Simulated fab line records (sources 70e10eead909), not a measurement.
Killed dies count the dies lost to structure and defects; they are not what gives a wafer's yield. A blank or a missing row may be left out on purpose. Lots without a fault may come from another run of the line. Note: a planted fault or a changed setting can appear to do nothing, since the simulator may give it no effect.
Which tool was responsible? | flow nand harc | 39 wafers from 13 lots sampled at 6 of the route's 1302 steps

WHAT EACH GAUGE READ, for each wafer
NHARC_A_ONON_D1_THK_MEAS_18: measures by ellipsometry. Usual: 1000 nm for thk nm, sd 9.5.
lot  | measured     | on            | thk nm (nm)    | flag
L697 | day 8 04:45  | film metro-01 | 1017 1018 1016 |
L698 | day 8 16:01  | film metro-02 | 1008 1009 1010 |
L700 | day 9 15:43  | film metro-01 | 1000 1000 1000 |
L701 | day 9 21:04  | film metro-02 | 995 997 997    |
L707 | day 12 19:25 | film metro-02 | 1011 1012 1012 |
L709 | day 13 14:02 | film metro-01 | 1007 1008 1008 |
L711 | day 13 23:48 | film metro-01 | 993 993 991    |
L712 | day 14 04:08 | film metro-02 | 997 999 999    |
L714 | day 15 04:33 | film metro-01 | 1002 1000 1001 |
L715 | day 16 00:01 | film metro-01 | 1019 1021 1021 |
L717 | day 16 16:09 | film metro-01 | 992 992 992    |
L718 | day 16 20:34 | film metro-01 | 1011 1012 1012 |
L719 | day 17 14:30 | film metro-01 | 995 996 995    |

NHARC_A_ONON_D1_THK_MEAS_24: measures by ellipsometry. Usual: 998 nm for thk nm, sd 7.7.
lot  | measured     | on            | thk nm (nm)    | flag
L697 | day 8 05:53  | film metro-01 | 987 986 989    |
L698 | day 8 17:09  | film metro-01 | 987 986 987    |
L700 | day 9 16:50  | film metro-01 | 1002 1003 1003 |
L701 | day 9 22:12  | film metro-01 | 1004 1005 1006 |
L707 | day 12 20:33 | film metro-01 | 997 995 995    |
L709 | day 13 15:11 | film metro-01 | 990 992 991    |
L711 | day 14 00:56 | film metro-02 | 989 989 988    |
L712 | day 14 05:16 | film metro-01 | 995 994 994    |
L714 | day 15 05:41 | film metro-01 | 998 997 996    |
L715 | day 16 01:08 | film metro-02 | 998 997 997    |
L717 | day 16 17:16 | film metro-01 | 1003 1003 1003 |
L718 | day 16 21:43 | film metro-01 | 990 990 990    |
L719 | day 17 15:39 | film metro-02 | 995 997 996    |

NHARC_A_ONON_D1_THK_MEAS_30: measures by ellipsometry. Usual: 1001 nm for thk nm, sd 11.
lot  | measured     | on            | thk nm (nm)    | flag
L697 | day 8 07:01  | film metro-01 | 998 1000 1000  |
L698 | day 8 18:17  | film metro-01 | 1000 996 999   |
L700 | day 9 17:58  | film metro-01 | 1005 1003 1004 |
L701 | day 9 23:20  | film metro-02 | 1002 1004 1004 |
L707 | day 12 21:41 | film metro-02 | 1032 1033 1032 |
L709 | day 13 16:18 | film metro-02 | 984 985 985    |
L711 | day 14 02:04 | film metro-02 | 1004 1004 1004 |
L712 | day 14 06:25 | film metro-02 | 997 996 997    |
L714 | day 15 06:49 | film metro-01 | 990 991 991    |
L715 | day 16 02:16 | film metro-02 | 984 985 986    |
L717 | day 16 18:25 | film metro-01 | 997 999 998    |
L718 | day 16 22:51 | film metro-01 | 1007 1006 1004 |
L719 | day 17 16:47 | film metro-01 | 1005 1007 1005 |

NHARC_A_ONON_D1_THK_MEAS_34: measures by ellipsometry. Usual: 200 nm for thk nm, sd 3.5.
lot  | measured     | on            | thk nm (nm) | flag
L697 | day 8 07:29  | film metro-01 | 197 203 203 |
L698 | day 8 18:45  | film metro-01 | 198 198 201 |
L700 | day 9 18:26  | film metro-02 | 219 195 201 |
L701 | day 9 23:48  | film metro-01 | 200 222 201 |
L707 | day 12 22:09 | film metro-01 | 193 195 200 |
L709 | day 13 16:46 | film metro-01 | 195 199 199 |
L711 | day 14 02:31 | film metro-01 | 191 192 195 |
L712 | day 14 06:53 | film metro-01 | 203 207 202 |
L714 | day 15 07:17 | film metro-02 | 199 197 204 |
L715 | day 16 02:52 | film metro-01 | 201 203 203 |
L717 | day 16 18:53 | film metro-01 | 195 203 207 |
L718 | day 16 23:19 | film metro-01 | 199 201 202 |
L719 | day 17 17:21 | film metro-02 | 204 202 201 |

NHARC_END_SORT_01. Usual: killed at array 57, standard deviation 21; killed at other 0.9, standard deviation 1.2; killed at periphery 4.2, standard deviation 2.9; killed dies 62, standard deviation 21; killed open 3.2, standard deviation 1.8; killed short 2.4, standard deviation 1.5.
lot  | measured     | on        | killed at array | killed at other | killed at periphery | killed dies | killed open | killed short | flag
L697 | day 24 03:29 | prober-02 | 84 62 76        | 1 1 2           | 4 2 3               | 89 65 81    | 6 4 5       | 2 1 3        |
L698 | day 25 04:04 | prober-02 | 53 54 50        | 0 0 4           | 9 4 7               | 62 58 61    | 6 2 4       | 6 2 3        |
L700 | day 25 19:28 | prober-01 | 106 99 75       | 1 3 3           | 2 4 5               | 109 106 83  | 0 1 1       | 3 3 1        |
L701 | day 25 21:04 | prober-02 | 48 51 47        | 1 2 2           | 8 1 5               | 57 54 54    | 3 4 4       | 1 5 0        |
L707 | day 29 03:15 | prober-01 | 70 90 69        | 0 0 0           | 0 1 0               | 70 91 69    | 2 1 3       | 3 4 2        |
L709 | day 29 11:47 | prober-02 | 47 56 42        | 0 0 0           | 10 4 8              | 57 60 50    | 2 2 5       | 5 2 4        |
L711 | day 30 02:28 | prober-02 | 76 67 81        | 0 1 0           | 2 2 3               | 78 70 84    | 3 1 6       | 2 3 3        |
L712 | day 30 10:14 | prober-01 | 70 74 69        | 0 1 0           | 9 10 4              | 79 85 73    | 1 5 2       | 0 2 4        |
L714 | day 30 15:49 | prober-02 | 41 56 66        | 0 0 1           | 2 2 1               | 43 58 68    | 2 7 2       | 4 6 4        |
L715 | day 32 05:07 | prober-02 | 63 67 57        | 2 6 1           | 9 6 4               | 74 79 62    | 4 6 1       | 2 2 1        |
L717 | day 32 17:53 | prober-01 | 51 62 45        | 1 0 1           | 0 4 2               | 52 66 48    | 4 4 5       | 1 2 3        |
L718 | day 33 01:40 | prober-01 | 52 58 40        | 2 1 0           | 2 5 2               | 56 64 42    | 3 4 3       | 2 3 4        |
L719 | day 33 22:13 | prober-02 | 27 30 28        | 1 1 2           | 5 2 5               | 33 33 35    | 1 2 5       | 4 2 3        |

WHICH TOOL RAN EACH LOT (tool, then ch and the chambers of the sampled wafers, then the start)
lot  | NHARC_A_ONON_D1_DEP_33
L697 | pecvd-01 ch 0,2, day 8 07:04
L698 | pecvd-02 ch 0,2, day 8 18:23
L700 | pecvd-02 ch 0,1,2, day 9 18:02
L701 | pecvd-02 ch 0,1, day 9 23:26
L707 | pecvd-03 ch 0,1,2, day 12 21:44
L709 | pecvd-03 ch 0,1, day 13 16:25
L711 | pecvd-03 ch 0,2, day 14 02:07
L712 | pecvd-02 ch 0,1, day 14 06:29
L714 | pecvd-02 ch 1,2, day 15 06:52
L715 | pecvd-02 ch 2, day 16 02:23
L717 | pecvd-02 ch 0,1, day 16 18:31
L718 | pecvd-02 ch 0,1,2, day 16 22:55
L719 | pecvd-01 ch 1,2, day 17 16:59
- NHARC_A_ONON_D1_DEP_33: deposits SiO2, target thk 200 nm.

AS READ BY THE TOOLS THEMSELVES (means over the sampled wafers that have a number; for cases with no such wafer, the mark the record gives instead)
NHARC_A_ONON_D1_DEP_33. Usual: heater power outer w 344 W, standard deviation 92; heater power w 599 W, standard deviation 120; rf fwd power W 898.3 W, standard deviation 2.8; showerhead vpp V 1872 V, standard deviation 93; throttle valve pct 15.9 %, standard deviation 0.48.
lot  | tool     | heater power outer w (W) | heater power w (W) | rf fwd power W (W) | showerhead vpp V (V) | throttle valve pct (%) | flag
L697 | pecvd-01 | 338                      | 574                | 898.0              | 2021                 | 16.1                   |
L698 | pecvd-02 | 372                      | 635                | 900.1              | 1922                 | 15.5                   |
L700 | pecvd-02 | 302                      | 547                | 1019.5             | 1992                 | 15.7                   | OFF
L701 | pecvd-02 | 200                      | 408                | 1016.0             | 1924                 | 15.9                   | OFF
L707 | pecvd-03 | 351                      | 615                | 897.8              | 1823                 | 16.2                   |
L709 | pecvd-03 | 382                      | 643                | 896.1              | 1772                 | 16.7                   |
L711 | pecvd-03 | 394                      | 672                | 896.1              | 1856                 | 15.8                   |
L712 | pecvd-02 | 226                      | 456                | 897.1              | 1811                 | 15.5                   |
L714 | pecvd-02 | 422                      | 710                | 897.8              | 1899                 | 15.7                   |
L715 | pecvd-02 | 413                      | 677                | 899.3              | 1986                 | 15.3                   |
L717 | pecvd-02 | 275                      | 513                | 901.5              | 1806                 | 15.7                   |
L718 | pecvd-02 | 363                      | 638                | 900.3              | 1888                 | 15.5                   |
L719 | pecvd-01 | 310                      | 559                | 895.5              | 1957                 | 16.3                   |

THE ANSWER, worked out from the rows above alone
Rule: lot off if the mean of its wafers having a number is beyond 3 standard deviations from the usual mean. A lot without any number at a reading at which 4 lots or more have one is off too. Any other lot the step has rows for is counted as sound. Order of review: gauges by route order, followed by the tools' own readings, for which a lot's mean as printed above is used. At the first step where some lot is off, the reading lying furthest off is the one used; lots without a number count as furthest.
Off: L700, L701, at NHARC_A_ONON_D1_DEP_33 (rf fwd power W).
If a tool, at that step or one of the process steps before it, ran each lot that is off and ran no sound lot following the first of them, it fits. None of those tried fits.

WHAT THE SIMULATOR PUT IN
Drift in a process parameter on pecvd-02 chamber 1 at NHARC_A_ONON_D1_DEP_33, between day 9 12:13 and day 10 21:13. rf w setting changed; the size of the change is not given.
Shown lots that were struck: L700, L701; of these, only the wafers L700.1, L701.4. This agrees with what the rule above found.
